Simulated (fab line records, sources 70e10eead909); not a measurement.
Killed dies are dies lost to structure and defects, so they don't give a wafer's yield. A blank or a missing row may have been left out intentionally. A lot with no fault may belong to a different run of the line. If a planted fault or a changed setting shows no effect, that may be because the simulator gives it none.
What tool caused it? + flow nand_harc + Sampling: 23 lots, 69 wafers, 6 of 1302 route steps

WHAT THE GAUGES READ, wafer by wafer
The record lacks any reading of a measuring or inspecting step that a usual standard deviation could be used to judge.

WHICH TOOL RAN EACH LOT (tool, then ch and the chambers of the sampled wafers, then the start)
| lot  | NHARC_A_STAIRCASE_ETCH_170                    | NHARC_A_STAIRCASE_ETCH_15                     | NHARC_A_STAIRCASE_TRIM_24                     | NHARC_A_STAIRCASE_ETCH_188                    | NHARC_A_STAIRCASE_ETCH_194                    | NHARC_A_STAIRCASE_TRIM_229         |
|------|-----------------------------------------------|-----------------------------------------------|-----------------------------------------------|-----------------------------------------------|-----------------------------------------------|------------------------------------|
| L074 | rie_diel-05 ch 1,2, day 15 14:58 or earlier   | rie_diel-05 ch 0,1,3, day 15 14:58 or earlier | rie_diel-05 ch 0,1,2, day 15 14:58 or earlier | rie_diel-09 ch 0,3, day 15 14:58 or earlier   | rie_diel-09 ch 0,1,2, day 15 14:58 or earlier | rie_diel-05 ch 0,1, day 15 14:58   |
| L075 | rie_diel-05 ch 1,2,3, day 16 08:25 or earlier | rie_diel-09 ch 0,3, day 16 08:25 or earlier   | rie_diel-05 ch 0,2,3, day 16 08:25 or earlier | rie_diel-05 ch 0,2,3, day 16 08:25 or earlier | rie_diel-05 ch 1,2,3, day 16 08:25 or earlier | rie_diel-09 ch 0,3, day 16 08:25   |
| L076 | rie_diel-09 ch 0,1, day 17 06:59 or earlier   | rie_diel-09 ch 0,2,3, day 17 06:59 or earlier | rie_diel-05 ch 0,1,2, day 17 06:59 or earlier | rie_diel-08 ch 1,2,3, day 17 06:59 or earlier | rie_diel-08 ch 0,1,2, day 17 06:59 or earlier | rie_diel-05 ch 1,2, day 17 06:59   |
| L077 | rie_diel-09 ch 1,2,3, day 17 12:52 or earlier | rie_diel-08 ch 0,3, day 17 12:52 or earlier   | rie_diel-08 ch 0,1, day 17 12:52 or earlier   | rie_diel-05 ch 0,1,3, day 17 12:52 or earlier | rie_diel-05 ch 0,3, day 17 12:52 or earlier   | rie_diel-05 ch 0,1,3, day 17 12:52 |
| L078 | rie_diel-05 ch 0,2,3, day 17 13:28 or earlier | rie_diel-09 ch 0,1,2, day 17 13:28 or earlier | rie_diel-09 ch 0,1,3, day 17 13:28 or earlier | rie_diel-05 ch 0,1,3, day 17 13:28 or earlier | rie_diel-05 ch 0,1,3, day 17 13:28 or earlier | rie_diel-09 ch 0,2,3, day 17 13:28 |
| L079 | rie_diel-09 ch 0,2,3, day 18 06:39 or earlier | rie_diel-09 ch 0,1,2, day 18 06:39 or earlier | rie_diel-09 ch 0,2,3, day 18 06:39 or earlier | rie_diel-09 ch 0,2,3, day 18 06:39 or earlier | rie_diel-09 ch 0,1,2, day 18 06:39 or earlier | rie_diel-08 ch 1,2, day 18 06:39   |
| L080 | rie_diel-08 ch 0,1, day 18 16:11 or earlier   | rie_diel-08 ch 0,1,2, day 18 16:11 or earlier | rie_diel-09 ch 0,1,2, day 18 16:11 or earlier | rie_diel-05 ch 0,2,3, day 18 16:11 or earlier | rie_diel-05 ch 1,2,3, day 18 16:11 or earlier | rie_diel-09 ch 0,2,3, day 18 16:11 |
| L081 | rie_diel-09 ch 0,1,2, day 18 21:25 or earlier | rie_diel-09 ch 0,2,3, day 18 21:25 or earlier | rie_diel-05 ch 0,1,2, day 18 21:25 or earlier | rie_diel-09 ch 0,1,2, day 18 21:25 or earlier | rie_diel-09 ch 2,3, day 18 21:25 or earlier   | rie_diel-09 ch 1,2,3, day 18 21:25 |
| L082 | rie_diel-09 ch 0,1,2, day 19 16:39 or earlier | rie_diel-08 ch 1,2,3, day 19 16:39 or earlier | rie_diel-09 ch 0,1,2, day 19 16:39 or earlier | rie_diel-09 ch 0,1,2, day 19 16:39 or earlier | rie_diel-09 ch 1,2,3, day 19 16:39 or earlier | rie_diel-05 ch 0,1,3, day 19 16:39 |
| L083 | rie_diel-08 ch 1,3, day 20 00:19 or earlier   | rie_diel-05 ch 0,2, day 20 00:19 or earlier   | rie_diel-09 ch 1,2,3, day 20 00:19 or earlier | rie_diel-08 ch 0,1,2, day 20 00:19 or earlier | rie_diel-08 ch 0,1, day 20 00:19 or earlier   | rie_diel-05 ch 2,3, day 20 00:19   |
| L085 | rie_diel-09 ch 1,3, day 20 15:18 or earlier   | rie_diel-05 ch 1,2,3, day 20 15:18 or earlier | rie_diel-09 ch 0,3, day 20 15:18 or earlier   | rie_diel-09 ch 1,3, day 20 15:18 or earlier   | rie_diel-09 ch 1,2, day 20 15:18 or earlier   | rie_diel-09 ch 0,2,3, day 20 15:18 |
| L084 | rie_diel-05 ch 1,2,3, day 20 16:48 or earlier | rie_diel-09 ch 1,3, day 20 16:48 or earlier   | rie_diel-05 ch 1,3, day 20 16:48 or earlier   | rie_diel-09 ch 0,1,3, day 20 16:48 or earlier | rie_diel-09 ch 0,2, day 20 16:48 or earlier   | rie_diel-08 ch 0,1, day 20 16:48   |
| L086 | rie_diel-08 ch 0,1, day 20 20:37 or earlier   | rie_diel-05 ch 1,3, day 20 20:37 or earlier   | rie_diel-05 ch 1,2,3, day 20 20:37 or earlier | rie_diel-09 ch 0,1,2, day 20 20:37 or earlier | rie_diel-09 ch 0,1, day 20 20:37 or earlier   | rie_diel-08 ch 1,2,3, day 20 20:37 |
| L087 | rie_diel-05 ch 0,2,3, day 21 23:26 or earlier | rie_diel-08 ch 0,3, day 21 23:26 or earlier   | rie_diel-05 ch 0,1,2, day 21 23:26 or earlier | rie_diel-05 ch 0,2,3, day 21 23:26 or earlier | rie_diel-05 ch 0,1,2, day 21 23:26 or earlier | rie_diel-05 ch 1,2,3, day 21 23:26 |
| L090 | rie_diel-05 ch 1,2, day 22 12:37 or earlier   | rie_diel-08 ch 1,2,3, day 22 12:37 or earlier | rie_diel-05 ch 0,1,3, day 22 12:37 or earlier | rie_diel-09 ch 1,2,3, day 22 12:37 or earlier | rie_diel-09 ch 1,2,3, day 22 12:37 or earlier | rie_diel-05 ch 0,1,3, day 22 12:37 |
| L089 | rie_diel-05 ch 0,2,3, day 22 10:02 or earlier | rie_diel-08 ch 0,1, day 22 10:02 or earlier   | rie_diel-08 ch 2,3, day 22 10:02 or earlier   | rie_diel-08 ch 1,2, day 22 10:02 or earlier   | rie_diel-08 ch 0,1, day 22 10:02 or earlier   | rie_diel-08 ch 1,2, day 22 10:02   |
| L092 | rie_diel-09 ch 1,2,3, day 23 06:02 or earlier | rie_diel-05 ch 0,1, day 23 06:02 or earlier   | rie_diel-09 ch 0,1,3, day 23 06:02 or earlier | rie_diel-05 ch 0,1,3, day 23 06:02 or earlier | rie_diel-05 ch 0,3, day 23 06:02 or earlier   | rie_diel-08 ch 0,1, day 23 06:02   |
| L091 | rie_diel-05 ch 1,2,3, day 23 06:45 or earlier | rie_diel-05 ch 2,3, day 23 06:45 or earlier   | rie_diel-08 ch 0,1,2, day 23 06:45 or earlier | rie_diel-09 ch 0,2, day 23 06:45 or earlier   | rie_diel-09 ch 2,3, day 23 06:45 or earlier   | rie_diel-05 ch 0,3, day 23 06:45   |
| L093 | rie_diel-09 ch 0,3, day 24 00:40 or earlier   | rie_diel-05 ch 0,1,2, day 24 00:40 or earlier | rie_diel-09 ch 0,1, day 24 00:40 or earlier   | rie_diel-05 ch 0,1,3, day 24 00:40 or earlier | rie_diel-05 ch 2,3, day 24 00:40 or earlier   | rie_diel-05 ch 0,2,3, day 24 00:40 |
| L094 | rie_diel-08 ch 0,2, day 24 16:50 or earlier   | rie_diel-08 ch 0,1,2, day 24 16:50 or earlier | rie_diel-08 ch 0,1,2, day 24 16:50 or earlier | rie_diel-08 ch 0,3, day 24 16:50 or earlier   | rie_diel-08 ch 0,2, day 24 16:50 or earlier   | rie_diel-09 ch 0,2, day 24 16:50   |
| L095 | rie_diel-09 ch 0,2, day 25 01:23 or earlier   | rie_diel-08 ch 0,1,2, day 25 01:23 or earlier | rie_diel-05 ch 0,3, day 25 01:23 or earlier   | rie_diel-08 ch 0,2, day 25 01:23 or earlier   | rie_diel-08 ch 0,1,3, day 25 01:23 or earlier | rie_diel-05 ch 0,2,3, day 25 01:23 |
| L096 | rie_diel-08 ch 1,3, day 25 09:34 or earlier   | rie_diel-08 ch 0,2,3, day 25 09:34 or earlier | rie_diel-05 ch 2,3, day 25 09:34 or earlier   | rie_diel-08 ch 1,2, day 25 09:34 or earlier   | rie_diel-08 ch 0,2,3, day 25 09:34 or earlier | rie_diel-08 ch 1,2,3, day 25 09:34 |
| L097 | rie_diel-05 ch 0,1, day 26 13:10 or earlier   | rie_diel-05 ch 1,2,3, day 26 13:10 or earlier | rie_diel-09 ch 1,2, day 26 13:10 or earlier   | rie_diel-05 ch 1,3, day 26 13:10 or earlier   | rie_diel-05 ch 2,3, day 26 13:10 or earlier   | rie_diel-08 ch 0,1,2, day 26 13:10 |
- NHARC_A_STAIRCASE_ETCH_170: etches the open film in C4F6/O2, target depth 200 nm, time 66.667 s.
- NHARC_A_STAIRCASE_ETCH_15: etches the open film in C4F8/O2, target depth 100 nm, time 40.5 s.
- NHARC_A_STAIRCASE_TRIM_24: chemistry O2, time 211.2 s.
- NHARC_A_STAIRCASE_ETCH_188: etches the open film in C4F8/O2, target depth 100 nm, time 40.5 s.
- NHARC_A_STAIRCASE_ETCH_194: etches the open film in C4F8/O2, target depth 100 nm, time 40.5 s.
- NHARC_A_STAIRCASE_TRIM_229: chemistry O2, time 211.2 s.

WHAT THE TOOLS THEMSELVES READ (means of the sampled wafers that have a number; where no wafer has one, the mark that the record gives instead)
NHARC_A_STAIRCASE_ETCH_170.
| lot  | tool        | drypump_motor_current_A (A) | mfc_ar_sccm (sccm) | oes_product_au (a.u.) | rf_vpp_V (V) | showerhead_plenum_p_Torr (Torr) | throttle_valve_pct (%) |
|------|-------------|-----------------------------|--------------------|-----------------------|--------------|---------------------------------|------------------------|
| L074 | rie_diel-05 | 6.10                        | 498.8              | 0.974                 | 544          | 3.82                            | 26.898                 |
| L075 | rie_diel-05 | 6.21                        | 500.3              | 0.981                 | 544          | 3.76                            | 26.898                 |
| L076 | rie_diel-09 | 6.11                        | 499.9              | 0.964                 | 546          | 3.87                            | 26.896                 |
| L077 | rie_diel-09 | 5.95                        | 500.4              | 0.974                 | 547          | 3.99                            | 26.904                 |
| L078 | rie_diel-05 | 6.13                        | 501.6              | 0.957                 | 543          | 3.76                            | 26.910                 |
| L079 | rie_diel-09 | 6.25                        | 500.1              | 0.958                 | 545          | 3.85                            | 26.907                 |
| L080 | rie_diel-08 | 6.10                        | 500.9              | 0.989                 | 551          | 4.10                            | 26.895                 |
| L081 | rie_diel-09 | 6.08                        | 501.0              | 0.968                 | 545          | 3.87                            | 26.902                 |
| L082 | rie_diel-09 | 6.09                        | 499.8              | 0.982                 | 545          | 3.86                            | 26.910                 |
| L083 | rie_diel-08 | 6.18                        | 500.0              | 0.970                 | 546          | 3.91                            | 26.899                 |
| L085 | rie_diel-09 | 5.85                        | 501.1              | 0.981                 | 550          | 4.08                            | 26.903                 |
| L084 | rie_diel-05 | 6.21                        | 501.6              | 0.969                 | 547          | 3.93                            | 26.903                 |
| L086 | rie_diel-08 | 6.09                        | 500.0              | 0.989                 | 551          | 4.09                            | 26.897                 |
| L087 | rie_diel-05 | 6.13                        | 501.1              | 0.971                 | 548          | 3.94                            | 26.901                 |
| L090 | rie_diel-05 | 6.09                        | 499.5              | 0.966                 | 544          | 3.79                            | 26.899                 |
| L089 | rie_diel-05 | 6.14                        | 499.5              | 0.973                 | 547          | 3.94                            | 26.906                 |
| L092 | rie_diel-09 | 5.95                        | 500.1              | 0.966                 | 547          | 3.96                            | 26.906                 |
| L091 | rie_diel-05 | 6.20                        | 499.7              | 0.981                 | 547          | 3.91                            | 26.899                 |
| L093 | rie_diel-09 | 6.14                        | 498.9              | 0.990                 | 547          | 3.93                            | 26.904                 |
| L094 | rie_diel-08 | 6.38                        | 500.3              | 0.982                 | 550          | 4.10                            | 26.913                 |
| L095 | rie_diel-09 | 6.40                        | 501.3              | 0.982                 | 542          | 3.71                            | 26.907                 |
| L096 | rie_diel-08 | 6.07                        | 500.7              | 0.984                 | 549          | 4.02                            | 26.902                 |
| L097 | rie_diel-05 | 5.93                        | 500.7              | 0.970                 | 545          | 3.82                            | 26.898                 |

NHARC_A_STAIRCASE_ETCH_15.
| lot  | tool        | oes_product_au (a.u.) | rf_vpp_V (V) |
|------|-------------|-----------------------|--------------|
| L074 | rie_diel-05 | 0.935                 | 891          |
| L075 | rie_diel-09 | 0.954                 | 893          |
| L076 | rie_diel-09 | 0.947                 | 893          |
| L077 | rie_diel-08 | 0.938                 | 896          |
| L078 | rie_diel-09 | 0.949                 | 893          |
| L079 | rie_diel-09 | 0.958                 | 895          |
| L080 | rie_diel-08 | 0.937                 | 902          |
| L081 | rie_diel-09 | 0.949                 | 892          |
| L082 | rie_diel-08 | 0.953                 | 900          |
| L083 | rie_diel-05 | 0.939                 | 892          |
| L085 | rie_diel-05 | 0.932                 | 896          |
| L084 | rie_diel-09 | 0.945                 | 902          |
| L086 | rie_diel-05 | 0.931                 | 897          |
| L087 | rie_diel-08 | 0.935                 | 895          |
| L090 | rie_diel-08 | 0.931                 | 900          |
| L089 | rie_diel-08 | 0.938                 | 899          |
| L092 | rie_diel-05 | 0.944                 | 893          |
| L091 | rie_diel-05 | 0.937                 | 894          |
| L093 | rie_diel-05 | 0.940                 | 892          |
| L094 | rie_diel-08 | 0.952                 | 902          |
| L095 | rie_diel-08 | 0.949                 | 902          |
| L096 | rie_diel-08 | 0.938                 | 896          |
| L097 | rie_diel-05 | 0.930                 | 895          |

NHARC_A_STAIRCASE_TRIM_24.
| lot  | tool        | drypump_motor_current_A (A) | mfc_ar_sccm (sccm) | oes_product_au (a.u.) | rf_vpp_V (V) | showerhead_plenum_p_Torr (Torr) | throttle_valve_pct (%) |
|------|-------------|-----------------------------|--------------------|-----------------------|--------------|---------------------------------|------------------------|
| L074 | rie_diel-05 | 6.03                        | 0.005              | 1.004                 | 57.3         | 3.44                            | 17.037                 |
| L075 | rie_diel-05 | 6.13                        | 0.010              | 1.009                 | 56.8         | 3.38                            | 17.026                 |
| L076 | rie_diel-05 | 6.00                        | 0.005              | 1.001                 | 58.4         | 3.43                            | 17.041                 |
| L077 | rie_diel-08 | 6.09                        | 0.004              | 1.011                 | 57.7         | 3.70                            | 17.032                 |
| L078 | rie_diel-09 | 5.99                        | 0.004              | 1.004                 | 58.8         | 3.58                            | 17.039                 |
| L079 | rie_diel-09 | 6.25                        | 0.010              | 1.001                 | 57.3         | 3.46                            | 17.041                 |
| L080 | rie_diel-09 | 6.10                        | 0.007              | 0.996                 | 56.9         | 3.48                            | 17.037                 |
| L081 | rie_diel-05 | 6.01                        | 0.005              | 1.004                 | 57.7         | 3.43                            | 17.037                 |
| L082 | rie_diel-09 | 6.09                        | 0.007              | 0.999                 | 57.3         | 3.48                            | 17.028                 |
| L083 | rie_diel-09 | 5.95                        | 0.010              | 1.003                 | 56.9         | 3.58                            | 17.039                 |
| L085 | rie_diel-09 | 6.14                        | 0.007              | 0.998                 | 58.1         | 3.55                            | 17.033                 |
| L084 | rie_diel-05 | 6.18                        | 0.005              | 0.991                 | 58.4         | 3.55                            | 17.038                 |
| L086 | rie_diel-05 | 6.20                        | 0.010              | 0.995                 | 58.0         | 3.53                            | 17.036                 |
| L087 | rie_diel-05 | 6.03                        | 0.005              | 0.989                 | 57.4         | 3.42                            | 17.031                 |
| L090 | rie_diel-05 | 6.12                        | 0.005              | 1.006                 | 57.7         | 3.56                            | 17.035                 |
| L089 | rie_diel-08 | 6.30                        | 0.000              | 0.988                 | 57.7         | 3.65                            | 17.034                 |
| L092 | rie_diel-09 | 6.00                        | 0.004              | 0.997                 | 58.1         | 3.56                            | 17.035                 |
| L091 | rie_diel-08 | 6.22                        | 0.004              | 0.996                 | 58.4         | 3.68                            | 17.041                 |
| L093 | rie_diel-09 | 6.12                        | 0.000              | 1.000                 | 57.5         | 3.45                            | 17.040                 |
| L094 | rie_diel-08 | 6.22                        | 0.004              | 1.009                 | 58.0         | 3.68                            | 17.037                 |
| L095 | rie_diel-05 | 6.04                        | 0.005              | 1.001                 | 58.3         | 3.55                            | 17.032                 |
| L096 | rie_diel-05 | 6.32                        | 0.016              | 1.001                 | 57.8         | 3.63                            | 17.037                 |
| L097 | rie_diel-09 | 6.04                        | 0.013              | 0.997                 | 57.3         | 3.46                            | 17.032                 |

NHARC_A_STAIRCASE_ETCH_188.
| lot  | tool        | oes_product_au (a.u.) | rf_vpp_V (V) |
|------|-------------|-----------------------|--------------|
| L074 | rie_diel-09 | 0.959                 | 894          |
| L075 | rie_diel-05 | 0.954                 | 891          |
| L076 | rie_diel-08 | 0.957                 | 902          |
| L077 | rie_diel-05 | 0.948                 | 891          |
| L078 | rie_diel-05 | 0.938                 | 891          |
| L079 | rie_diel-09 | 0.949                 | 893          |
| L080 | rie_diel-05 | 0.954                 | 897          |
| L081 | rie_diel-09 | 0.955                 | 893          |
| L082 | rie_diel-09 | 0.941                 | 894          |
| L083 | rie_diel-08 | 0.951                 | 902          |
| L085 | rie_diel-09 | 0.946                 | 901          |
| L084 | rie_diel-09 | 0.929                 | 897          |
| L086 | rie_diel-09 | 0.934                 | 893          |
| L087 | rie_diel-05 | 0.942                 | 896          |
| L090 | rie_diel-09 | 0.947                 | 897          |
| L089 | rie_diel-08 | 0.948                 | 905          |
| L092 | rie_diel-05 | 0.947                 | 897          |
| L091 | rie_diel-09 | 0.939                 | 889          |
| L093 | rie_diel-05 | 0.956                 | 897          |
| L094 | rie_diel-08 | 0.957                 | 894          |
| L095 | rie_diel-08 | 0.938                 | 899          |
| L096 | rie_diel-08 | 0.942                 | 904          |
| L097 | rie_diel-05 | 0.945                 | 900          |

NHARC_A_STAIRCASE_ETCH_194.
| lot  | tool        | oes_product_au (a.u.) | rf_vpp_V (V) |
|------|-------------|-----------------------|--------------|
| L074 | rie_diel-09 | 0.922                 | 895          |
| L075 | rie_diel-05 | 0.933                 | 890          |
| L076 | rie_diel-08 | 0.958                 | 903          |
| L077 | rie_diel-05 | 0.936                 | 889          |
| L078 | rie_diel-05 | 0.945                 | 891          |
| L079 | rie_diel-09 | 0.939                 | 894          |
| L080 | rie_diel-05 | 0.948                 | 897          |
| L081 | rie_diel-09 | 0.936                 | 894          |
| L082 | rie_diel-09 | 0.947                 | 898          |
| L083 | rie_diel-08 | 0.946                 | 902          |
| L085 | rie_diel-09 | 0.942                 | 894          |
| L084 | rie_diel-09 | 0.937                 | 889          |
| L086 | rie_diel-09 | 0.941                 | 899          |
| L087 | rie_diel-05 | 0.936                 | 892          |
| L090 | rie_diel-09 | 0.946                 | 898          |
| L089 | rie_diel-08 | 0.955                 | 901          |
| L092 | rie_diel-05 | 0.958                 | 897          |
| L091 | rie_diel-09 | 0.938                 | 896          |
| L093 | rie_diel-05 | 0.935                 | 900          |
| L094 | rie_diel-08 | 0.947                 | 903          |
| L095 | rie_diel-08 | 0.947                 | 897          |
| L096 | rie_diel-08 | 0.951                 | 897          |
| L097 | rie_diel-05 | 0.939                 | 895          |

NHARC_A_STAIRCASE_TRIM_229.
| lot  | tool        | drypump_motor_current_A (A) | mfc_ar_sccm (sccm) | oes_product_au (a.u.) | rf_vpp_V (V) | showerhead_plenum_p_Torr (Torr) | throttle_valve_pct (%) |
|------|-------------|-----------------------------|--------------------|-----------------------|--------------|---------------------------------|------------------------|
| L074 | rie_diel-05 | 5.93                        | 0.000              | 1.010                 | 57.5         | 3.47                            | 17.033                 |
| L075 | rie_diel-09 | 6.12                        | 0.007              | 1.009                 | 58.3         | 3.57                            | 17.044                 |
| L076 | rie_diel-05 | 6.09                        | 0.005              | 1.003                 | 58.1         | 3.42                            | 17.037                 |
| L077 | rie_diel-05 | 6.11                        | 0.005              | 1.013                 | 58.0         | 3.40                            | 17.039                 |
| L078 | rie_diel-09 | 6.25                        | 0.010              | 1.003                 | 58.0         | 3.46                            | 17.035                 |
| L079 | rie_diel-08 | 6.21                        | 0.000              | 1.004                 | 58.9         | 3.79                            | 17.035                 |
| L080 | rie_diel-09 | 6.22                        | 0.010              | 1.004                 | 57.4         | 3.46                            | 17.049                 |
| L081 | rie_diel-09 | 5.94                        | 0.010              | 1.003                 | 58.3         | 3.58                            | 17.043                 |
| L082 | rie_diel-05 | 6.12                        | 0.005              | 1.002                 | 57.4         | 3.56                            | 17.041                 |
| L083 | rie_diel-05 | 6.32                        | 0.016              | 0.994                 | 57.6         | 3.66                            | 17.033                 |
| L085 | rie_diel-09 | 6.25                        | 0.010              | 0.997                 | 57.9         | 3.45                            | 17.022                 |
| L084 | rie_diel-08 | 6.10                        | 0.004              | 1.007                 | 57.8         | 3.68                            | 17.042                 |
| L086 | rie_diel-08 | 6.21                        | 0.000              | 1.000                 | 58.4         | 3.64                            | 17.042                 |
| L087 | rie_diel-05 | 6.19                        | 0.010              | 0.992                 | 57.3         | 3.53                            | 17.034                 |
| L090 | rie_diel-05 | 6.11                        | 0.005              | 0.997                 | 58.0         | 3.55                            | 17.037                 |
| L089 | rie_diel-08 | 6.07                        | 0.000              | 1.008                 | 58.1         | 3.76                            | 17.033                 |
| L092 | rie_diel-08 | 6.25                        | 0.009              | 1.000                 | 57.1         | 3.60                            | 17.047                 |
| L091 | rie_diel-05 | 6.04                        | 0.005              | 0.999                 | 57.5         | 3.56                            | 17.043                 |
| L093 | rie_diel-05 | 6.14                        | 0.010              | 0.991                 | 58.5         | 3.53                            | 17.037                 |
| L094 | rie_diel-09 | 6.35                        | 0.013              | 1.003                 | 57.2         | 3.33                            | 17.045                 |
| L095 | rie_diel-05 | 6.13                        | 0.010              | 1.004                 | 57.5         | 3.52                            | 17.038                 |
| L096 | rie_diel-08 | 6.19                        | 0.000              | 1.006                 | 58.3         | 3.63                            | 17.030                 |
| L097 | rie_diel-08 | 6.21                        | 0.004              | 1.004                 | 58.3         | 3.67                            | 17.038                 |

THE ANSWER, worked out from the rows above alone
Rule: the lots themselves supply what counts as usual. The widest of any qualifying gaps counts: lots, ordered by their means at a reading, are off when they make up no more than a third of the lots, leave a main group of 4 or more, and stand apart from it by 3 or more times the standard deviation of that group's means. A main group is skipped when, at the precision printed for the reading in the tables above, its means are all equal. Also off: a lot with no number at a reading for which 4 or more lots have one. Where the step has rows for the other lots, those lots are counted as sound. First the gauges in route order, then the tools' own readings, where a lot's mean is used as printed above. At the first step where some lot is off, the reading lying furthest off is the one used; lots without a number count as furthest.
Nothing can be told from this: no lot is off at any reading shown.

WHAT THE SIMULATOR PUT IN
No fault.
